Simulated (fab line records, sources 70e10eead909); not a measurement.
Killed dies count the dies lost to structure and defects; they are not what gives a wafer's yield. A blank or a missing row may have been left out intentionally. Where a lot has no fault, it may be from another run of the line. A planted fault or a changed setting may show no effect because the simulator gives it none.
fab line records + flow nand_harc
record
- lots=5
- wafers=15
- last_day=32
route steps=1302 shown P_M0@262 END@1302
lots that met no fault: from a run of the same line without faults
start_h: the number of hours between the record's first day and the start of the first shown wafer of the lot + wait_h: hours elapsed since this lot's preceding step + " same as the row above + L1.1+2: a single row standing in for several wafers + - no value, or no start was given + * or withheld: withheld + < > ~ a bound
route shown NAME@n: a module of which the file shows steps, and the number in the route of the first + usual: the fault-free wafers' mean and standard deviation + same: alike in all rows + chamber/n: place in a boat + sites: the reading at each site + _std_site: standard deviation of those values + _edge_site: outer sites' mean less inner sites' + radius_mm: for every site, how far away it sits from the centre of the wafer + mask NAME#n: copy n + behind: the most recent tool/chamber to have shaped the wafer + hold: reason for holding the lot/hours on hold/outcome of the hold + device: names the non-switching transistor (n, p or np) + end of line: tests run on the same wafers once the route is complete + where a step has no rows: the recipe by itself + killed: count of dies lost to structure and defects at first sort (not the wafer's yield) + map: the dies of a wafer, with x for killed, . for not killed, _ for no die there
set.NAME: the setting that was run; set.NAME@STEP: the one run at that earlier step + model.NAME: the simulator's own value behind a step, which no gauge read
lots at some steps of the route; a table a step, a row a wafer
services: a tool's chamber out of use, with start hour (start_h, from the record's first day; less than 0 if before it), hours out, and reason
## steps
# step NHARC_P_M0_DEVELOP_08
# recipe
- develop_time_s=35
- dev_temp_c=23
# step NHARC_P_M0_CD_MEAS_09
# recipe
- target_cd_nm=90
- landing_energy_ev=500
# usual
- cd_nm=90.2/0.69
| lot.wafer | tool      | chamber | start_h | wait_h | cd_nm |
|-----------|-----------|---------|---------|--------|-------|
| L464.3    | cd_sem-01 | 0       | 117.21  | -      | 91.5  |
| L464.5    | "         | 0       | "       | "      | 91.3  |
| L464.6    | "         | 0       | "       | "      | 90.7  |
| L474.3    | cd_sem-03 | 0       | 222.53  | -      | 90.2  |
| L474.4    | "         | 0       | "       | "      | 89.8  |
| L474.5    | "         | 0       | "       | "      | 91.1  |
| L482.1    | cd_sem-03 | 0       | 301.71  | -      | 90.7  |
| L482.4    | "         | 0       | "       | "      | 90.3  |
| L482.6    | "         | 0       | "       | "      | 90.2  |
| L483.1    | cd_sem-03 | 0       | 315.02  | -      | 90.5  |
| L483.4    | "         | 0       | "       | "      | 90.2  |
| L483.5    | "         | 0       | "       | "      | 89.7  |
| L485.1    | cd_sem-03 | 0       | 331.97  | -      | 90.0  |
| L485.3    | "         | 0       | "       | "      | 88.8  |
| L485.6    | "         | 0       | "       | "      | 89.4  |
# step NHARC_P_M0_OVL_MEAS_10
# recipe
- pitch_nm=180
# usual
- overlay_x_nm=-0.3/0.51
- overlay_y_nm=-0.1/0.86
| lot.wafer | tool       | chamber | start_h | wait_h | overlay_x_nm | overlay_y_nm |
|-----------|------------|---------|---------|--------|--------------|--------------|
| L464.3    | overlay-02 | -       | 117.30  | -      | -0.7         | 0.9          |
| L464.5    | "          | -       | "       | "      | -1.7         | 0.4          |
| L464.6    | "          | -       | "       | "      | -0.4         | 0.9          |
| L474.3    | overlay-01 | -       | 222.61  | -      | -0.5         | -1.0         |
| L474.4    | "          | -       | "       | "      | -0.2         | -1.1         |
| L474.5    | "          | -       | "       | "      | -0.3         | -0.9         |
| L482.1    | overlay-02 | -       | 301.80  | -      | -1.0         | 0.4          |
| L482.4    | "          | -       | "       | "      | -1.3         | 0.1          |
| L482.6    | "          | -       | "       | "      | -2.0         | -0.3         |
| L483.1    | overlay-02 | -       | 315.10  | -      | 0.1          | 1.5          |
| L483.4    | "          | -       | "       | "      | -0.6         | 1.6          |
| L483.5    | "          | -       | "       | "      | 0.3          | 1.9          |
| L485.1    | overlay-02 | -       | 332.06  | -      | -0.9         | -0.1         |
| L485.3    | "          | -       | "       | "      | 0.4          | -0.1         |
| L485.6    | "          | -       | "       | "      | -0.2         | 0.0          |
# step NHARC_P_M0_INSPECT_11
# usual
- raw_defect_count=4.2/2.7
| lot.wafer | tool              | chamber | start_h | wait_h | raw_defect_count |
|-----------|-------------------|---------|---------|--------|------------------|
| L464.3    | defect_inspect-02 | -       | 117.33  | 0.0    | 4                |
| L464.5    | "                 | -       | "       | "      | 3                |
| L464.6    | "                 | -       | "       | "      | 6                |
| L474.3    | defect_inspect-01 | -       | 222.65  | 0.0    | 1                |
| L474.4    | "                 | -       | "       | "      | 3                |
| L474.5    | "                 | -       | "       | "      | 3                |
| L482.1    | defect_inspect-02 | -       | 301.84  | 0.0    | 4                |
| L482.4    | "                 | -       | "       | "      | 1                |
| L482.6    | "                 | -       | "       | "      | 5                |
| L483.1    | defect_inspect-01 | -       | 315.14  | 0.0    | 4                |
| L483.4    | "                 | -       | "       | "      | 3                |
| L483.5    | "                 | -       | "       | "      | 2                |
| L485.1    | defect_inspect-02 | -       | 332.10  | 0.0    | 4                |
| L485.3    | "                 | -       | "       | "      | 5                |
| L485.6    | "                 | -       | "       | "      | 2                |
# step NHARC_P_M0_DESCUM_14
# recipe
- time_s=3
- o2_flow_sccm=200
- ar_flow_sccm=0
- bias_power_w=0
- chemistry=O2
# step NHARC_P_M0_ETCH_34
# recipe
- target_depth_a=400
- overetch_a=120
- time_s=43.94
- ion_energy_ev=200
- n2_flow_sccm=150
- h2_flow_sccm=150
- ar_flow_sccm=0
- rf_w=400
- bias_w=150
- chemistry=N2/H2
# usual
- bias_w=150.0/0.48
- drypump_motor_current_A=6.1/0.41
- oes_product_au=1.001/0.01
- rf_vpp_V=429.7/2.9
- showerhead_plenum_p_Torr=2.01/0.097
- throttle_valve_pct=14.172/0.0095
# same
- time_s=43.94
| lot.wafer | tool        | chamber | start_h | wait_h | bias_w | drypump_motor_current_A | oes_product_au | rf_hours_counter_h | rf_vpp_V | showerhead_plenum_p_Torr | throttle_valve_pct |
|-----------|-------------|---------|---------|--------|--------|-------------------------|----------------|--------------------|----------|--------------------------|--------------------|
| L464.3    | rie_diel-01 | 2       | 117.53  | 0.1    | 149.3  | 6.0                     | 1.000          | 26                 | 431.0    | 2.07                     | 14.175             |
| L464.5    | "           | 1       | "       | "      | 150.4  | 5.7                     | 0.991          | -                  | 431.9    | 2.10                     | 14.176             |
| L464.6    | "           | 2       | "       | "      | 149.7  | 6.0                     | 0.993          | -                  | 431.9    | 2.07                     | 14.174             |
| L474.3    | rie_diel-01 | 0       | 222.82  | 0.1    | 149.5  | 5.3                     | 0.986          | 2                  | 429.1    | 1.99                     | 14.183             |
| L474.4    | "           | 3       | "       | "      | 150.1  | 6.2                     | 1.010          | -                  | 428.7    | 1.96                     | 14.172             |
| L474.5    | "           | 0       | "       | "      | 150.0  | 5.4                     | 0.997          | -                  | 428.7    | 1.99                     | 14.167             |
| L482.1    | rie_diel-01 | 1       | 301.99  | 0.1    | 150.2  | 5.7                     | 0.993          | 23                 | 431.4    | 2.08                     | 14.167             |
| L482.4    | "           | 2       | "       | "      | 149.7  | 6.0                     | 0.995          | 31                 | 429.6    | 2.05                     | 14.170             |
| L482.6    | "           | 2       | "       | "      | 149.6  | 6.0                     | 0.998          | -                  | 430.9    | 2.05                     | 14.186             |
| L483.1    | rie_diel-04 | 1       | 315.32  | 0.1    | 149.6  | 6.6                     | 1.003          | 21                 | 426.7    | 1.87                     | 14.180             |
| L483.4    | "           | 3       | "       | "      | 150.7  | 6.5                     | 1.014          | -                  | 431.9    | 2.07                     | 14.182             |
| L483.5    | "           | 1       | "       | "      | 150.6  | 6.6                     | 1.000          | -                  | 424.0    | 1.87                     | 14.173             |
| L485.3    | rie_diel-04 | 0       | 332.25  | 0.1    | 150.4  | 5.8                     | 1.014          | 23                 | 428.5    | 1.98                     | 14.185             |
| L485.1    | "           | 2       | "       | "      | 150.3  | 6.3                     | 1.021          | 22                 | 428.8    | 1.97                     | 14.172             |
| L485.6    | "           | 0       | "       | "      | 150.1  | 5.8                     | 1.001          | -                  | 429.8    | 1.98                     | 14.173             |
# step NHARC_P_M0_ETCH_15
# recipe
- target_depth_a=1500
- overetch_a=150
- time_s=82.5
- c4f8_flow_sccm=withheld
- ar_flow_sccm=400
- rf_w=600
- bias_w=300
- chemistry=C4F8/Ar
# usual
- bias_w=299.9/0.84
- oes_product_au=0.963/0.02
- rf_vpp_V=439.9/2.8
# same
- time_s=82.5
| lot.wafer | tool        | chamber | start_h | wait_h | bias_w | oes_product_au | rf_hours_counter_h | rf_vpp_V |
|-----------|-------------|---------|---------|--------|--------|----------------|--------------------|----------|
| L464.3    | rie_diel-01 | 3       | -       | -      | 299.7  | 0.955          | 24                 | 440.3    |
| L464.5    | "           | 1       | "       | "      | 301.1  | 0.945          | -                  | 442.7    |
| L464.6    | "           | 2       | "       | "      | 299.9  | 0.964          | -                  | 441.0    |
| L474.3    | rie_diel-01 | 3       | -       | -      | 299.3  | 0.967          | 2                  | 437.7    |
| L474.5    | "           | 2       | "       | "      | 299.2  | 0.970          | -                  | 442.0    |
| L474.4    | "           | 3       | "       | "      | 298.3  | 0.976          | -                  | 438.7    |
| L482.1    | rie_diel-01 | 3       | -       | -      | 300.8  | 0.967          | 33                 | 436.1    |
| L482.4    | "           | 1       | "       | "      | 299.1  | 0.974          | 23                 | 443.0    |
| L482.6    | "           | 3       | "       | "      | 300.5  | 0.955          | -                  | 438.7    |
| L483.1    | rie_diel-04 | 1       | -       | -      | 301.0  | 0.974          | 21                 | 435.6    |
| L483.4    | "           | 2       | "       | "      | 300.1  | 0.972          | -                  | 438.6    |
| L483.5    | "           | 3       | "       | "      | 300.3  | 0.979          | -                  | 441.2    |
| L485.3    | rie_diel-04 | 0       | -       | -      | 299.2  | 0.964          | 23                 | 438.3    |
| L485.1    | "           | 1       | "       | "      | 298.7  | 0.964          | 25                 | 435.6    |
| L485.6    | "           | 3       | "       | "      | 300.5  | 0.999          | -                  | 443.5    |
# step NHARC_P_M0_CD_MEAS_16
# usual
- cd_nm=90.0/0.78
| lot.wafer | tool      | chamber | start_h | wait_h | cd_nm |
|-----------|-----------|---------|---------|--------|-------|
| L464.3    | cd_sem-01 | -       | 117.76  | -      | 90.9  |
| L464.5    | "         | -       | "       | "      | 90.7  |
| L464.6    | "         | -       | "       | "      | 89.1  |
| L474.3    | cd_sem-02 | -       | 223.06  | -      | 90.9  |
| L474.4    | "         | -       | "       | "      | 90.0  |
| L474.5    | "         | -       | "       | "      | 90.9  |
| L482.1    | cd_sem-03 | -       | 302.20  | -      | 91.2  |
| L482.4    | "         | -       | "       | "      | 90.9  |
| L482.6    | "         | -       | "       | "      | 89.9  |
| L483.1    | cd_sem-01 | -       | 315.55  | -      | 90.8  |
| L483.4    | "         | -       | "       | "      | 89.4  |
| L483.5    | "         | -       | "       | "      | 89.0  |
| L485.1    | cd_sem-01 | -       | 332.46  | -      | 90.4  |
| L485.3    | "         | -       | "       | "      | 87.5  |
| L485.6    | "         | -       | "       | "      | 89.7  |
# step NHARC_P_M0_STRIP_18
# recipe
- power_w=1000
- n2_flow_sccm=150
- h2_flow_sccm=150
- ar_flow_sccm=0
- bias_w=0
- chemistry=N2/H2
# step NHARC_P_M0_STRIP_19
# recipe
- time_s=600
- temp_c=30
- chemistry=post_etch_residue_remover
# step NHARC_P_M0_DEGAS_28
# recipe
- temp_c=250
- time_s=60
# usual
- heater_power_w=327/20
# same
- time_s=60
| lot.wafer | tool           | chamber | start_h | wait_h | heater_power_w |
|-----------|----------------|---------|---------|--------|----------------|
| L464.3    | pvd_sputter-02 | -       | 118.38  | -      | 348            |
| L464.5    | "              | -       | "       | "      | 304            |
| L464.6    | "              | -       | "       | "      | 342            |
| L474.4    | pvd_sputter-02 | -       | 223.73  | -      | 306            |
| L474.3    | "              | -       | "       | "      | 316            |
| L474.5    | "              | -       | "       | "      | 314            |
| L482.4    | pvd_sputter-01 | -       | 302.91  | -      | 291            |
| L482.1    | "              | -       | "       | "      | 340            |
| L482.6    | "              | -       | "       | "      | 340            |
| L483.4    | pvd_sputter-01 | -       | 316.21  | -      | 344            |
| L483.1    | "              | -       | "       | "      | 339            |
| L483.5    | "              | -       | "       | "      | 345            |
| L485.3    | pvd_sputter-01 | -       | 333.08  | -      | 333            |
| L485.1    | "              | -       | "       | "      | 346            |
| L485.6    | "              | -       | "       | "      | 295            |
# step NHARC_P_M0_PRE_CLEAN_29
# recipe
- time_s=30
- temp_c=280
- gas=H2/He
# usual
- heater_power_w=403/25
# same
- time_s=30
| lot.wafer | tool           | chamber | start_h | wait_h | heater_power_w |
|-----------|----------------|---------|---------|--------|----------------|
| L464.3    | pvd_sputter-02 | -       | -       | -      | 370            |
| L464.6    | "              | -       | "       | "      | 386            |
| L464.5    | "              | -       | "       | "      | 419            |
| L474.3    | pvd_sputter-02 | -       | -       | -      | 383            |
| L474.4    | "              | -       | "       | "      | 420            |
| L474.5    | "              | -       | "       | "      | 420            |
| L482.4    | pvd_sputter-01 | -       | -       | -      | 407            |
| L482.1    | "              | -       | "       | "      | 419            |
| L482.6    | "              | -       | "       | "      | 358            |
| L483.4    | pvd_sputter-01 | -       | -       | -      | 411            |
| L483.1    | "              | -       | "       | "      | 423            |
| L483.5    | "              | -       | "       | "      | 354            |
| L485.3    | pvd_sputter-01 | -       | -       | -      | 425            |
| L485.1    | "              | -       | "       | "      | 421            |
| L485.6    | "              | -       | "       | "      | 420            |
# step NHARC_P_M0_PVD_20
# recipe
- target_thk_a=50
- bias_v=168.6
- power_w=15000
- chamber_pressure_pa=0.12
- time_s=8.06
- substrate_temp_c=50
- material=TaN
# usual
- throttle_valve_pct=29.8/0.88
- time_s=8.06/0
| lot.wafer | tool           | chamber | start_h | wait_h | throttle_valve_pct | time_s |
|-----------|----------------|---------|---------|--------|--------------------|--------|
| L464.3    | pvd_sputter-02 | -       | 118.53  | -      | 28.9               | 8.06   |
| L464.5    | "              | -       | "       | "      | 31.7               | 8.06   |
| L464.6    | "              | -       | "       | "      | 29.4               | 8.06   |
| L474.3    | pvd_sputter-02 | -       | 223.85  | -      | 29.6               | 8.06   |
| L474.4    | "              | -       | "       | "      | 29.8               | 6.0302 |
| L474.5    | "              | -       | "       | "      | 29.6               | 8.06   |
| L482.4    | pvd_sputter-01 | -       | 303.01  | -      | 30.1               | 8.06   |
| L482.1    | "              | -       | "       | "      | 28.6               | 8.06   |
| L482.6    | "              | -       | "       | "      | 30.2               | 8.06   |
| L483.1    | pvd_sputter-01 | -       | 316.34  | -      | 30.4               | 8.06   |
| L483.4    | "              | -       | "       | "      | 29.5               | 8.06   |
| L483.5    | "              | -       | "       | "      | 30.3               | 8.06   |
| L485.1    | pvd_sputter-01 | -       | 333.21  | -      | 29.4               | 8.06   |
| L485.3    | "              | -       | "       | "      | 28.6               | 8.06   |
| L485.6    | "              | -       | "       | "      | 29.6               | 8.06   |
# step NHARC_P_M0_PVD_21
# recipe
- target_thk_a=300
- chamber_pressure_pa=5
- power_w=5000
- substrate_temp_c=30
- time_s=20.49
- material=Cu
# usual
- throttle_valve_pct=29.8/0.86
- time_s=20.49/0
| lot.wafer | tool           | chamber | start_h | wait_h | throttle_valve_pct | time_s |
|-----------|----------------|---------|---------|--------|--------------------|--------|
| L464.3    | pvd_sputter-02 | -       | -       | -      | 31.2               | 20.49  |
| L464.6    | "              | -       | "       | "      | 31.6               | 20.49  |
| L464.5    | "              | -       | "       | "      | 29.5               | 20.49  |
| L474.3    | pvd_sputter-02 | -       | -       | -      | 29.3               | 20.49  |
| L474.4    | "              | -       | "       | "      | 29.3               | 20.49  |
| L474.5    | "              | -       | "       | "      | 29.7               | 20.49  |
| L482.4    | pvd_sputter-01 | -       | -       | -      | 29.3               | 20.49  |
| L482.1    | "              | -       | "       | "      | 28.7               | 20.49  |
| L482.6    | "              | -       | "       | "      | 29.6               | 20.49  |
| L483.4    | pvd_sputter-01 | -       | -       | -      | 29.5               | 20.49  |
| L483.1    | "              | -       | "       | "      | 28.6               | 20.49  |
| L483.5    | "              | -       | "       | "      | 29.3               | 20.49  |
| L485.1    | pvd_sputter-01 | -       | -       | -      | 29.5               | 20.49  |
| L485.3    | "              | -       | "       | "      | 30.0               | 20.49  |
| L485.6    | "              | -       | "       | "      | 29.7               | 20.49  |
# step NHARC_END_SORT_01
# recipe
- temp_c=25
# usual
- defect_limited_yield=91.3/2.2
- killed_at_array=55/15
- killed_at_other=1.0/1.2
- killed_at_periphery=3.4/2.2
- killed_dies=59/15
- killed_open=3.2/2
- killed_short=2.5/1.7
# same
- gross_dies=677
| lot.wafer | tool      | chamber | start_h | wait_h | defect_limited_yield[%] | killed_at_array | killed_at_other | killed_at_periphery | killed_dies | killed_open | killed_short |
|-----------|-----------|---------|---------|--------|-------------------------|-----------------|-----------------|---------------------|-------------|-------------|--------------|
| L474.3    | prober-01 | 0       | 679.18  | 3.1    | 93.6                    | 37              | 0               | 6                   | 43          | 5           | 6            |
| L474.4    | prober-01 | 0       | 679.98  | 3.4    | 93.6                    | 36              | 0               | 7                   | 43          | 4           | 4            |
| L474.5    | prober-01 | 0       | 680.79  | 3.7    | 94.5                    | 31              | 0               | 6                   | 37          | 2           | 1            |
| L482.1    | prober-01 | 0       | 738.28  | 2.5    | 91.9                    | 48              | 1               | 6                   | 55          | 3           | 5            |
| L482.4    | prober-01 | 0       | 740.68  | 3.4    | 91.6                    | 54              | 1               | 2                   | 57          | 0           | 0            |
| L482.6    | prober-01 | 0       | 742.28  | 4.0    | 90.3                    | 58              | 0               | 8                   | 66          | 5           | 4            |
| L485.1    | prober-01 | 0       | 772.73  | 2.5    | 90.1                    | 56              | 5               | 6                   | 67          | 3           | 1            |
| L485.3    | prober-01 | 0       | 774.31  | 3.1    | 90.5                    | 58              | 3               | 3                   | 64          | 2           | 3            |
| L485.6    | prober-01 | 0       | 776.68  | 4.0    | 90.0                    | 61              | 5               | 2                   | 68          | 2           | 1            |
# killed by level:class
L474.3 A_CHANNEL_HOLE_D2:chamber_film_flake=12 A_CHANNEL_HOLE_D1:chamber_film_flake=5 P_M1:chamber_film_flake=3 A_DECK1_JOINT:chamber_film_flake=3 A_DECK1_JOINT:geometric_particle:short=2 A_M0:geometric_particle:open=2 A_STAIRCASE:chamber_film_flake=2 A_SLIT:chamber_film_flake=2
L474.4 A_CHANNEL_HOLE_D2:chamber_film_flake=16 A_STAIRCASE:chamber_film_flake=4 P_M1:chamber_film_flake=3 A_CHANNEL_HOLE_D1:chamber_film_flake=3 A_CONTACT:chamber_film_flake=3 A_ZERO_WELL:chamber_film_flake=2 A_SLIT:chamber_film_flake=2 P_CONTACT:geometric_particle:short=1
L474.5 A_CHANNEL_HOLE_D2:chamber_film_flake=18 A_SLIT:chamber_film_flake=4 P_M0:geometric_particle:open=2 P_M1:chamber_film_flake=2 A_CHANNEL_HOLE_D1:chamber_film_flake=2 A_STAIRCASE:chamber_film_flake=2 A_CHANNEL_FILL_D1:geometric_particle:short=1 P_GATE:chamber_film_flake=1
L482.1 A_CHANNEL_HOLE_D2:chamber_film_flake=21 A_CHANNEL_HOLE_D1:chamber_film_flake=8 A_SLIT:chamber_film_flake=5 A_CONTACT:chamber_film_flake=5 P_CONTACT:geometric_particle:short=2 A_CHANNEL_FILL_D1:chamber_film_flake=2 A_ONON_D1:geometric_particle:short=1 A_CHANNEL_FILL_D2:geometric_particle:short=1
L482.4 A_CHANNEL_HOLE_D2:chamber_film_flake=30 A_CHANNEL_HOLE_D1:chamber_film_flake=11 A_CONTACT:chamber_film_flake=6 A_SLIT:chamber_film_flake=5 P_M1:chamber_film_flake=2 A_WL_FILL:chamber_film_flake=2 HYBRID_BOND:chamber_film_flake=1
L482.6 A_CHANNEL_HOLE_D2:chamber_film_flake=26 A_CHANNEL_HOLE_D1:chamber_film_flake=11 A_CONTACT:chamber_film_flake=8 P_M0:geometric_particle:open=3 P_M1:chamber_film_flake=3 A_STAIRCASE:chamber_film_flake=2 A_ZERO_WELL:chamber_film_flake=2 A_SLIT:chamber_film_flake=2
L485.1 A_SLIT:chamber_film_flake=31 A_CHANNEL_HOLE_D1:chamber_film_flake=12 A_CONTACT:chamber_film_flake=8 P_M2:chamber_film_flake=4 THIN_TSV:chamber_film_flake=4 P_CONTACT:geometric_particle:open=1 A_ONON_D1:geometric_particle:open=1 A_CHANNEL_HOLE_D1:geometric_particle:open=1
L485.3 A_SLIT:chamber_film_flake=26 A_CHANNEL_HOLE_D1:chamber_film_flake=20 A_CONTACT:chamber_film_flake=4 THIN_TSV:chamber_film_flake=3 P_GATE:chamber_film_flake=2 A_ONON_D1:geometric_particle:short=1 A_DECK1_JOINT:geometric_particle:open=1 A_SGD_CUT:geometric_particle:short=1
L485.6 A_SLIT:chamber_film_flake=34 A_CHANNEL_HOLE_D1:chamber_film_flake=15 THIN_TSV:chamber_film_flake=5 A_CONTACT:chamber_film_flake=4 A_BONDPAD:chamber_film_flake=2 P_CONTACT:geometric_particle:open=1 A_CHANNEL_FILL_D2:geometric_particle:short=1 A_M0:geometric_particle:open=1
## services
| tool           | chamber | start_h | hours | kind   |
|----------------|---------|---------|-------|--------|
| pvd_sputter-02 | -       | 104.01  | 10.0  | pm     |
| rie_diel-01    | 0       | 109.64  | -     | clean  |
| rie_diel-01    | 1       | 109.64  | -     | clean  |
| rie_diel-01    | 2       | 109.64  | -     | clean  |
| rie_diel-01    | 3       | 109.64  | -     | clean  |
| rie_diel-04    | 0       | 110.77  | 3.9   | repair |
| rie_diel-01    | 0       | 134.36  | -     | clean  |
| rie_diel-01    | 1       | 134.36  | -     | clean  |
| rie_diel-01    | 2       | 134.36  | -     | clean  |
| rie_diel-01    | 3       | 134.36  | -     | clean  |
| rie_diel-04    | -       | 146.74  | 0.9   | repair |
| rie_diel-01    | 0       | 158.86  | -     | clean  |
| rie_diel-04    | 3       | 170.10  | 5.6   | repair |
| rie_diel-04    | -       | 177.90  | 9.0   | pm     |
| rie_diel-01    | 1       | 199.62  | 19.6  | repair |
| rie_diel-01    | -       | 205.41  | 9.0   | pm     |
| rie_diel-04    | 0       | 222.66  | 3.4   | repair |
| pvd_sputter-01 | -       | 226.02  | 10.0  | pm     |
| rie_diel-04    | 2       | 254.33  | 22.6  | repair |
| pvd_sputter-01 | -       | 256.83  | 0.7   | repair |
| pvd_sputter-02 | -       | 282.01  | 10.0  | pm     |
| pvd_sputter-01 | -       | 284.48  | 3.6   | repair |
| rie_diel-04    | 0       | 304.76  | 12.0  | repair |
| pvd_sputter-02 | -       | 308.49  | 8.9   | repair |
## key
first_sign
- step=NHARC_P_M0_PVD_20
- reading=time_s
- direction=down
- sigmas=99+
- usual=*
- struck=*
effect none on later readings
met_at NHARC_P_M0_PVD_20
struck_wafers L474.4
onset_between 118.53 223.85
fault
- kind=process_parameter_drift
- tool=pvd_sputter-02
- chamber=-
- onset_h=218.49
- steps=NHARC_P_M0_PVD_20
- channel=time_s
- offset=*
- shape=step
- end_h=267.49
- scope=struck_wafers_only
- acts_in=*
- stated=*
